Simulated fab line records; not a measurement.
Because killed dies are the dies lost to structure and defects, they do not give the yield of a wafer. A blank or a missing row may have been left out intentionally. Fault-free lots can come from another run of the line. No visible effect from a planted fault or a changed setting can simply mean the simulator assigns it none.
Struck lot and sound lot, side by side | flow n5 finfet | 15 steps out of a route of 1938
Sound: wafers L210.4, L210.6. The struck wafers were L216.2, L216.3, L216.4. At the end, the cause is stated.
Each step with rows lists, per side, the tool, then ch with its chambers, then its first start. Under that, the readings that differ: sound wafers | struck wafers | difference of the means | sigmas: that difference in standard deviations of wafers without a fault.
alike: readings with means less than 2 such deviations apart, plus words and numbers identical on both sides. not compared: withheld readings, readings lacking a value on some wafer, bounds such as >300 that could conceal the same value, and numbers that have no deviation in the record and whose values overlap.
The two part at a step that has a row with sigmas, a row that says differs or no value, or rows on one side only. Non-overlapping numbers with no deviation appear without sigmas and do not part them. A reading that every wafer of one side lacks parts them only if that side has two wafers or more.

N5_BEOL_M9_ETCH_76: etches underlayer in N2/H2, target depth 6.5 nm, time 5.2 s.
  sound on rie diel-04 ch 3, day 12 02:52; struck on rie diel-01 ch 0,2,3, day 13 03:40
  reading                | sound       | struck            | difference | sigmas
  throttle valve pct (%) | 17.40 17.38 | 17.88 17.75 18.04 | +0.50      | +2
  alike: drypump motor current A, etch rf on time s, oes product au, rf vpp V, showerhead plenum p Torr
  not compared: rf hours counter h
then, 1 step without rows for these wafers: N5_BEOL_M9_ETCH_65 (etches SiARC in CF4, target depth 15.6 nm, time 26 s).
N5_BEOL_M9_ETCH_66: etches SOC in N2/H2, target depth 80 nm, overetch 16 nm, time 120 s.
  sound on rie diel-04 ch 3, day 12 02:55; struck on rie diel-01 ch 0,2,3, day 13 03:43
  reading                | sound       | struck            | difference | sigmas
  throttle valve pct (%) | 17.36 17.36 | 17.85 17.72 18.00 | +0.50      | +2
  alike: drypump motor current A, oes product au, rf vpp V, showerhead plenum p Torr, temp c
  not compared: rf hours counter h
then, 2 steps without rows for these wafers: N5_BEOL_M9_STRIP_69 (strips in N2/H2); N5_BEOL_M9_STRIP_77 (strips in N2/H2).
N5_BEOL_M9_VIA_ETCH_34: etches SiCOH lowk in C4F6/O2, target depth 182.4 nm, time 68.4 s.
  sound on rie diel-04 ch 3, day 12 03:01; struck on rie diel-01 ch 0,2,3, day 13 03:49
  alike: drypump motor current A, oes product au, rf vpp V, showerhead plenum p Torr, throttle valve pct
  not compared: rf hours counter h
then, 3 steps without rows for these wafers: N5_BEOL_M9_STRIP_73 (strips in C4F6/O2); N5_BEOL_M9_STRIP_36 (strips in N2/H2); N5_BEOL_M9_TRENCH_ETCH_37 (etches SiCOH lowk in C4F6/O2, target depth 151.43 nm, time 49 s).
N5_BEOL_M9_ETCH_41: etches SiCN in CH3F/O2, target depth 36.6 nm, time 70.1 s.
  sound on rie diel-04 ch 3; struck on rie diel-01 ch 0,2,3
  alike: drypump motor current A, oes product au, rf vpp V, showerhead plenum p Torr, throttle valve pct
  not compared: rf hours counter h
N5_BEOL_M9_STRIP_80: strips in N2/H2, time 10 s.
  sound on rie diel-04 ch 3; struck on rie diel-01 ch 0,2,3
  reading                | sound       | struck            | difference | sigmas
  throttle valve pct (%) | 23.17 23.19 | 23.69 23.62 23.88 | +0.55      | +2
  alike: drypump motor current A, oes product au, rf vpp V, showerhead plenum p Torr, temp c
  not compared: rf hours counter h
N5_BEOL_M9_OCD_MEAS_38:
  sound: ocd-01 at day 12 03:17; struck: ocd-02 at day 13 04:05
  alike: trench depth nm
N5_BEOL_M9_HM_STRIP_39: strips TiN in peroxide tin strip, target depth 25 nm, time 158 s.
  sound on wet bench-04 ch 6,7, day 12 03:19; struck on wet bench-04 ch 0,3,5, day 13 04:07
  reading          | sound       | struck            | difference | sigmas
  run length s (s) | 164.3 162.8 | 189.6 186.2 188.8 | +24.6      | +9
  alike: bath heat duty pct, temp c
then, 1 step without rows for these wafers: N5_BEOL_M9_SRD_40 (time 30 s).
-- a jump in the record: the struck wafers' starts before and after are 3 days apart (it breaks off in module BEOL_M9 and resumes in module PASSIVATION, where the first step shown is number 1936 of the route) --
N5_PASSIVATION_PROBE_49:
  only the struck wafers here have rows in the record (prober-02, day 15 19:32); the sound ones have none

== WHERE THEY PART ==
Last at N5_PASSIVATION_PROBE_49 as far as this record goes, first at N5_BEOL_M9_ETCH_76.

WHY: what had been put in by the simulator
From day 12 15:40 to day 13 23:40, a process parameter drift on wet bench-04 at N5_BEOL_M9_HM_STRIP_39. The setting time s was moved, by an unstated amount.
